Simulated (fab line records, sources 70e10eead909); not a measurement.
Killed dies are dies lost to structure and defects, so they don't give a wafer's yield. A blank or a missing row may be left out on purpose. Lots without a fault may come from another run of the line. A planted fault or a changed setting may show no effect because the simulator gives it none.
A struck lot beside a sound one | flow nand_harc | 14 steps out of a route of 1302
Sound: wafers L753.3, L753.5, L753.6. Struck: wafer L760.2. (L760.6 of the same lot was not struck and is left out.) The cause comes at the end.
At each step with rows: each side's tool, then ch and its chambers, then its first start. Under that, the readings that differ: sound wafers | struck wafers | difference of the means | sigmas: that difference in standard deviations of wafers without a fault.
alike: readings whose means differ by less than 2 such deviations, and words and numbers that are the same on both sides. not compared: withheld readings, readings that some wafer has no value for, bounds like >300 that may hide the same value, and numbers for which the record gives no deviation and whose values overlap.
The two part at a step that has a row with sigmas, a row that says differs or no value, or rows on one side only. Numbers that don't overlap but have no deviation are shown without sigmas and don't part them. A reading that every wafer of one side lacks parts them only if that side has two wafers or more.

first, 8 steps without rows for these wafers: NHARC_A_SGD_CUT_COAT_56 (time 75 s); NHARC_A_SGD_CUT_COAT_57 (time 65 s); NHARC_A_SGD_CUT_COAT_03 (resist thk 90 nm); NHARC_A_SGD_CUT_SOFTBAKE_04 (time 55 s); NHARC_A_SGD_CUT_EBR_05; NHARC_A_SGD_CUT_EXPOSE_06 (exposes mask SGD); NHARC_A_SGD_CUT_PEB_07 (peb time 65 s); NHARC_A_SGD_CUT_DEVELOP_08 (develop time 35 s).
NHARC_A_SGD_CUT_CD_MEAS_09: target cd 100 nm.
  sound on cd_sem-01 ch 0, day 20 08:01; struck on cd_sem-01 ch 0, day 24 00:33
  reading    | sound          | struck | difference | sigmas
  cd_nm (nm) | 99.6 99.5 99.8 | 101.4  | +1.8       | +3
NHARC_A_SGD_CUT_OVL_MEAS_10:
  sound on overlay-02, day 20 08:06; struck on overlay-02, day 24 00:38
  alike: overlay_x_nm, overlay_y_nm
NHARC_A_SGD_CUT_INSPECT_11:
  sound on defect_inspect-02, day 20 08:08; struck on defect_inspect-02, day 24 00:40
  alike: raw_defect_count
NHARC_A_SGD_CUT_DESCUM_14: chemistry O2, time 3 s.
  sound on rie_diel-10 ch 0,3, day 20 08:13; struck on rie_diel-05 ch 1, day 24 00:44
  alike: drypump_motor_current_A, o2_flow_sccm, oes_product_au, rf_vpp_V, showerhead_plenum_p_Torr, throttle_valve_pct
  not compared: rf_hours_counter_h
NHARC_A_SGD_CUT_ETCH_58: etches the open film in CF4, target depth 39 nm, time 65 s.
  sound on rie_diel-10 ch 0,1,2, day 20 08:19; struck on rie_diel-05 ch 0, day 24 00:51
  reading                         | sound          | struck | difference | sigmas
  run_length_s (s)                | 87.2 85.9 86.0 | 67.3   | -19.1      | -43
  showerhead_plenum_p_Torr (Torr) | 1.67 1.73 1.72 | 1.83   | +0.12      | +2
  alike: drypump_motor_current_A, oes_product_au, rf_vpp_V, throttle_valve_pct
  not compared: rf_hours_counter_h
NHARC_A_SGD_CUT_ETCH_59: etches the open film in N2/H2, target depth 260 nm, time 406.25 s.
  sound on rie_diel-10 ch 2,3; struck on rie_diel-05 ch 3
  reading                     | sound             | struck | difference | sigmas
  drypump_motor_current_A (A) | 6.30 5.57 6.33    | 5.37   | -0.70      | -3
  run_length_s (s)            | 428.8 428.5 428.2 | 427.3  | -1.2       | -2
  alike: oes_product_au, rf_vpp_V, showerhead_plenum_p_Torr, throttle_valve_pct
  not compared: rf_hours_counter_h

WHERE THEY PART
First at NHARC_A_SGD_CUT_CD_MEAS_09; last, within this record, at NHARC_A_SGD_CUT_ETCH_59.

WHY: what the simulator had put in
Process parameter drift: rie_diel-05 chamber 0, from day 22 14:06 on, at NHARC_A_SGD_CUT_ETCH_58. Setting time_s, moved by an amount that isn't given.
